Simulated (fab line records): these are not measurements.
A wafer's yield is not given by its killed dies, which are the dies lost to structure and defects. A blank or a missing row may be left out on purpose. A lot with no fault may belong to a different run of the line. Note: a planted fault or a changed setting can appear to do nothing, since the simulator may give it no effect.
Matching of chambers ; flow n5-finfet ; cmp-04 running N5_STI_FIN_REVEAL_CMP_04: 4 sister chambers
The step polishes, stops on Si3N4, t overpolish 4 s, target thk 131.83 nm. 7 wafers are shown with their chamber, then 8 later ones without.

WAFERS PAIRED WITH THEIR CHAMBERS
wafer;chamber;motor-current-A (A);time-to-endpoint-s (s)
L076.3;2;10.0;119
L085.4;0;8.1;96
L088.3;3;7.8;101
L088.5;3;7.5;102
L091.3;0;7.7;102
L091.5;1;10.2;98
L094.1;1;9.8;100

WAFERS MISSING THEIR CHAMBER
wafer;motor-current-A (A);time-to-endpoint-s (s)
L094.4;8.2;100
L094.5;7.8;107
L095.1;7.6;106
L095.4;9.6;114
L095.6;9.6;109
L096.3;7.7;105
L096.5;7.3;108
L096.6;10.0;108

WHICH CHAMBER EACH ONE RAN IN
wafer;from the rows above;in truth
L094.4;can't be placed: 0 or 3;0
L094.5;can't be placed: 3 or 0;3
L095.1;can't be placed: 3 or 0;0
L095.4;2;2
L095.6;can't be placed: 1 or 2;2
L096.3;can't be placed: 3 or 0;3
L096.5;can't be placed: 3 or 0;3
L096.6;can't be placed: 1 or 2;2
Correctly placed: 1 of 8. Not placeable from these rows: 7 (in 7, the candidates include the true chamber). Wrongly placed: 0.
How it was worked out, from the rows above alone: a wafer's distance from a chamber is the root of the sum, over the readings, of the square of ((its reading less the chamber's mean) divided by the reading's scatter). If the next closest chamber is less than 2 further off than the closest, the wafer can't be placed; otherwise it belongs to the closest. A chamber's mean is the mean of its shown wafers. The scatter is the square root of a quotient: the sum, over the shown wafers, of each reading's squared deviation from its chamber's mean, divided by wafers minus chambers.
